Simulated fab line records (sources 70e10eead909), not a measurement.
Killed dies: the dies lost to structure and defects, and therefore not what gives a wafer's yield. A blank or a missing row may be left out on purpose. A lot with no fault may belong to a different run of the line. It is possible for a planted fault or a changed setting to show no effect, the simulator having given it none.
Which of the tools did it? :: flow nand-harc :: 12 lots, 36 wafers sampled, at 5 steps of a route of 1159

WHAT THE GAUGES SHOWED, per wafer
NHARC_P_CONTACT_INSPECT_14.
lot: L075
measured: day 5 21:32
on: defect-inspect-01
raw-defect-count: 1 3 4

lot: L077
measured: day 5 23:35
on: defect-inspect-02
raw-defect-count: 3 3 4

lot: L079
measured: day 6 12:50
on: defect-inspect-02
raw-defect-count: 3 4 4

lot: L081
measured: day 7 07:49
on: defect-inspect-02
raw-defect-count: 4 0 5

lot: L083
measured: day 8 02:19
on: defect-inspect-02
raw-defect-count: 0 7 4

lot: L085
measured: day 9 00:15
on: defect-inspect-01
raw-defect-count: 2 3 3

lot: L087
measured: day 9 01:22
on: defect-inspect-02
raw-defect-count: 4 2 3

lot: L089
measured: day 9 17:22
on: defect-inspect-02
raw-defect-count: 5 3 3

lot: L091
measured: day 9 21:54
on: defect-inspect-01
raw-defect-count: 5 3 2

lot: L093
measured: day 10 13:02
on: defect-inspect-02
raw-defect-count: 3 1 4

lot: L095
measured: day 10 13:38
on: defect-inspect-01
raw-defect-count: 4 8 3

lot: L097
measured: day 11 04:48
on: defect-inspect-02
raw-defect-count: 4 4 5

TOOL THAT RAN EACH LOT (tool first, then ch and the chambers of the sampled wafers, then the start)
lot: L075
NHARC_P_ZERO_WELL_ETCH_63: rie-si-04 ch 0,2,3, day 1 19:33
NHARC_P_STI_CMP_21: cmp-03 ch 0,1, day 3 15:34
NHARC_P_GATE_RTA_80: rtp-anneal-02 ch 0, day 5 19:13
NHARC_P_CONTACT_DEP_30: pecvd-01 ch 1,2, day 5 20:02

lot: L077
NHARC_P_ZERO_WELL_ETCH_63: rie-si-03 ch 0,1,3, day 2 07:39
NHARC_P_STI_CMP_21: cmp-03 ch 2,3, day 3 20:16
NHARC_P_GATE_RTA_80: rtp-anneal-02 ch 0, day 5 21:17
NHARC_P_CONTACT_DEP_30: pecvd-01 ch 0,1,2, day 5 22:03

lot: L079
NHARC_P_ZERO_WELL_ETCH_63: rie-si-06 ch 1,2,3, day 2 19:40
NHARC_P_STI_CMP_21: cmp-02 ch 0,2,3, day 4 09:48
NHARC_P_GATE_RTA_80: rtp-anneal-01 ch 0, day 6 10:28
NHARC_P_CONTACT_DEP_30: pecvd-04 ch 0,1,2, day 6 11:10

lot: L081
NHARC_P_ZERO_WELL_ETCH_63: rie-si-04 ch 0,1,3, day 3 07:41
NHARC_P_STI_CMP_21: cmp-02 ch 2,3, day 5 03:02
NHARC_P_GATE_RTA_80: rtp-anneal-01 ch 0, day 7 05:33
NHARC_P_CONTACT_DEP_30: pecvd-03 ch 0,1,2, day 7 06:17

lot: L083
NHARC_P_ZERO_WELL_ETCH_63: rie-si-03 ch 0,1,2, day 3 19:40
NHARC_P_STI_CMP_21: cmp-03 ch 0,1,2, day 5 19:38
NHARC_P_GATE_RTA_80: rtp-anneal-01 ch 0, day 7 23:55
NHARC_P_CONTACT_DEP_30: pecvd-04 ch 0,2, day 8 00:38

lot: L085
NHARC_P_ZERO_WELL_ETCH_63: rie-si-06 ch 1,2,3, day 4 07:40
NHARC_P_STI_CMP_21: cmp-03 ch 1,2,3, day 6 15:43
NHARC_P_GATE_RTA_80: rtp-anneal-01 ch 0, day 8 21:51
NHARC_P_CONTACT_DEP_30: pecvd-04 ch 0,2, day 8 22:35

lot: L087
NHARC_P_ZERO_WELL_ETCH_63: rie-si-06 ch 0,2,3, day 4 19:44
NHARC_P_STI_CMP_21: cmp-01 ch 0,1, day 6 15:43
NHARC_P_GATE_RTA_80: rtp-anneal-02 ch 0, day 8 22:58
NHARC_P_CONTACT_DEP_30: pecvd-01 ch 0,2, day 8 23:42

lot: L089
NHARC_P_ZERO_WELL_ETCH_63: rie-si-03 ch 0,2,3, day 5 07:41
NHARC_P_STI_CMP_21: cmp-02 ch 0,1, day 7 09:38
NHARC_P_GATE_RTA_80: rtp-anneal-01 ch 0, day 9 14:41
NHARC_P_CONTACT_DEP_30: pecvd-01 ch 0,1, day 9 15:51

lot: L091
NHARC_P_ZERO_WELL_ETCH_63: rie-si-04 ch 1,2, day 5 19:32
NHARC_P_STI_CMP_21: cmp-02 ch 1,2,3, day 7 15:39
NHARC_P_GATE_RTA_80: rtp-anneal-02 ch 0, day 9 19:39
NHARC_P_CONTACT_DEP_30: pecvd-03 ch 0,1,2, day 9 20:22

lot: L093
NHARC_P_ZERO_WELL_ETCH_63: rie-si-06 ch 2,3, day 6 07:32
NHARC_P_STI_CMP_21: cmp-01 ch 2,3, day 8 05:35
NHARC_P_GATE_RTA_80: rtp-anneal-01 ch 0, day 10 10:41
NHARC_P_CONTACT_DEP_30: pecvd-03 ch 0,1,2, day 10 11:31

lot: L095
NHARC_P_ZERO_WELL_ETCH_63: rie-si-06 ch 0,2,3, day 6 19:40
NHARC_P_STI_CMP_21: cmp-03 ch 0,2,3, day 8 11:32
NHARC_P_GATE_RTA_80: rtp-anneal-01 ch 0, day 10 11:03
NHARC_P_CONTACT_DEP_30: pecvd-03 ch 0,1,2, day 10 12:01

lot: L097
NHARC_P_ZERO_WELL_ETCH_63: rie-si-04 ch 1,2, day 7 07:32
NHARC_P_STI_CMP_21: cmp-02 ch 0,3, day 8 23:25
NHARC_P_GATE_RTA_80: rtp-anneal-02 ch 0, day 11 02:26
NHARC_P_CONTACT_DEP_30: pecvd-03 ch 0,2, day 11 03:08
- NHARC_P_ZERO_WELL_ETCH_63: etches the open film in HBr/Cl2, target depth 120 nm, time 40.1 s.
- NHARC_P_STI_CMP_21: polishes, t overpolish 20 s, target thk 380.67 nm.
- NHARC_P_GATE_RTA_80: time 30 s.
- NHARC_P_CONTACT_DEP_30: deposits SiNx, target thk 30 nm.

THE ANSWER, worked out from the rows above alone
Rule: usual is defined by the lots themselves. The widest of any qualifying gaps counts: lots, ordered by their means at a reading, are off when they make up no more than a third of the lots, leave a main group of 4 or more, and stand apart from it by 3 or more times the standard deviation of that group's means. The tables above print the reading to a certain number of digits; a main group whose means all agree to those digits is not used. Also off: a lot with no number at a reading for which 4 or more lots have one. All remaining lots with rows at the step are treated as sound.
No lot is off at any reading shown: from this, nothing can be told.

WHAT WAS PUT IN BY THE SIMULATOR
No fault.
